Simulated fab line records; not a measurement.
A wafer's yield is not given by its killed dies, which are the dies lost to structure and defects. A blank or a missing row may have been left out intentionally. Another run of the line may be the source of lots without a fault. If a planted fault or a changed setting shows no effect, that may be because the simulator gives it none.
Comparing a struck lot with a sound one -- flow nand-harc -- 13 out of 1302 route steps
Sound: the wafers L168.1, L168.4, L168.6. Struck: wafers L173.2, L173.6 (left out: L173.3, a lot-mate that was not struck); the cause follows at the end.
Order at every step that has rows: each side's tool, ch and its chambers, its first start. Under that, the readings that differ: sound wafers -- struck wafers -- difference of the means -- sigmas: that difference in standard deviations of wafers without a fault.
alike: same words and numbers on both sides, and readings whose means sit less than 2 such deviations apart. not compared: any withheld reading, any reading some wafer has no value for, any bound like >300 that may hide the same value, and any number with overlapping values for which the record gives no deviation.
The two part at a step that has a row with sigmas, a row that says differs or no value, or rows on one side only. Numbers that don't overlap but have no deviation are shown without sigmas and don't part them. A reading missing from all wafers of one side parts the sides only when that side holds two or more wafers.

first, 2 steps without rows for these wafers: NHARC_A_ONON_D1_ANNEAL_15 (time 3600 s); NHARC_A_ONON_D1_DEP_16 (target thk 1000 nm).
NHARC_A_ONON_D1_THK_MEAS_18: measures by ellipsometry.
  sound on film-metro-01, day 10 14:38; struck on film-metro-01, day 12 14:58
  alike: thk-nm
then, no rows for these wafers at 1 step: NHARC_A_ONON_D1_DEP_19 (target thk 1000 nm).
NHARC_A_ONON_D1_THK_MEAS_21: measures by ellipsometry.
  sound on film-metro-02, day 10 15:12; struck on film-metro-01, day 12 15:32
  alike: thk-nm
then, no rows for these wafers at 1 step: NHARC_A_ONON_D1_DEP_22 (target thk 1000 nm).
NHARC_A_ONON_D1_THK_MEAS_24: measures by ellipsometry.
  sound on film-metro-01, day 10 15:46; struck on film-metro-01, day 12 16:06
  alike: thk-nm
then, no rows for these wafers at 1 step: NHARC_A_ONON_D1_DEP_25 (target thk 1000 nm).
NHARC_A_ONON_D1_THK_MEAS_27: measures by ellipsometry.
  sound on film-metro-01, day 10 16:20; struck on film-metro-01, day 12 16:40
  alike: thk-nm
then, no rows for these wafers at 1 step: NHARC_A_ONON_D1_DEP_28 (target thk 1000 nm).
NHARC_A_ONON_D1_THK_MEAS_30: measures by ellipsometry.
  sound on film-metro-02, day 10 17:14; struck on film-metro-01, day 12 17:14
  alike: thk-nm
NHARC_A_ONON_D1_DEP_33: deposits SiO2, target thk 200 nm.
  sound on pecvd-04 ch 0,2, day 10 17:17; struck on pecvd-02 ch 0, day 12 17:20
reading,sound,struck,difference,sigmas
heater-power-w (W),489 682 511,880 880,+319,+3
rf-fwd-power-W (W),898.3 904.0 894.1,540.1 537.9,-359.8,-99 or more
showerhead-vpp-V (V),1959 1795 1963,1350 1362,-550,-6
  alike: throttle-valve-pct
NHARC_A_ONON_D1_THK_MEAS_34: measures by ellipsometry.
  sound on film-metro-01, day 10 17:43; struck on film-metro-01, day 12 17:41
reading,sound,struck,difference,sigmas
thk-nm (nm),198.4 204.3 204.3,169.8 169.9,-32.5,-12

== WHERE THEY PART ==
Last at NHARC_A_ONON_D1_THK_MEAS_34 as far as this record goes, first at NHARC_A_ONON_D1_DEP_33.

WHY: what the simulator had put in
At NHARC_A_ONON_D1_DEP_33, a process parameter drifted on pecvd-02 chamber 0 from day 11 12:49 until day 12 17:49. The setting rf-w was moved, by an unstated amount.
